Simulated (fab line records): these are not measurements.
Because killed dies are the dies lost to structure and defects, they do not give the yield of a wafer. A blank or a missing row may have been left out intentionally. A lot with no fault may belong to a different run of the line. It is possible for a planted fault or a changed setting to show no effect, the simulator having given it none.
Matching of chambers -- flow n5 finfet -- rie diel-06 running N5_SD_EPI_N_ETCHBACK_44: 4 sister chambers
The step etches SiNx in CH3F/O2, stops on SiO2, target depth 14.5 nm. 8 wafers are shown with their chamber, then 8 later ones without.

== WAFERS PAIRED WITH THEIR CHAMBERS ==
wafer,chamber,drypump motor current A (A),showerhead plenum p Torr (Torr)
L077.1,2,6.25,1.91
L079.4,2,6.26,1.90
L079.5,3,5.25,1.91
L082.3,1,5.45,2.00
L082.5,3,5.26,1.91
L089.2,1,5.42,1.99
L089.6,0,5.81,2.08
L090.3,0,5.80,2.08

== WAFERS WITHOUT THEIR CHAMBER ==
wafer,drypump motor current A (A),showerhead plenum p Torr (Torr)
L090.4,5.22,1.91
L090.5,5.42,1.99
L091.2,6.27,1.90
L091.3,5.80,2.08
L091.6,5.44,1.99
L097.1,5.40,1.99
L097.4,5.42,1.99
L097.6,5.79,2.07

== EACH ONE'S CHAMBER ==
wafer,from the rows above,in truth
L090.4,3,3
L090.5,1,1
L091.2,2,2
L091.3,0,0
L091.6,1,1
L097.1,1,1
L097.4,1,1
L097.6,0,0
8 of 8 placed correctly. Left unplaced by these rows: 0. Wrongly placed: 0.
How it was worked out, from the rows above alone: a wafer's distance from a chamber is the root of the sum, over the readings, of the square of ((its reading less the chamber's mean) divided by the reading's scatter). The wafer belongs to the nearest chamber; if the next one is less than 2 further off, it can't be placed. Each chamber's mean is taken over the wafers shown for it. The scatter: the root of (the sum of the squares of (reading less its chamber's mean) over the shown wafers, divided by (wafers less chambers)).
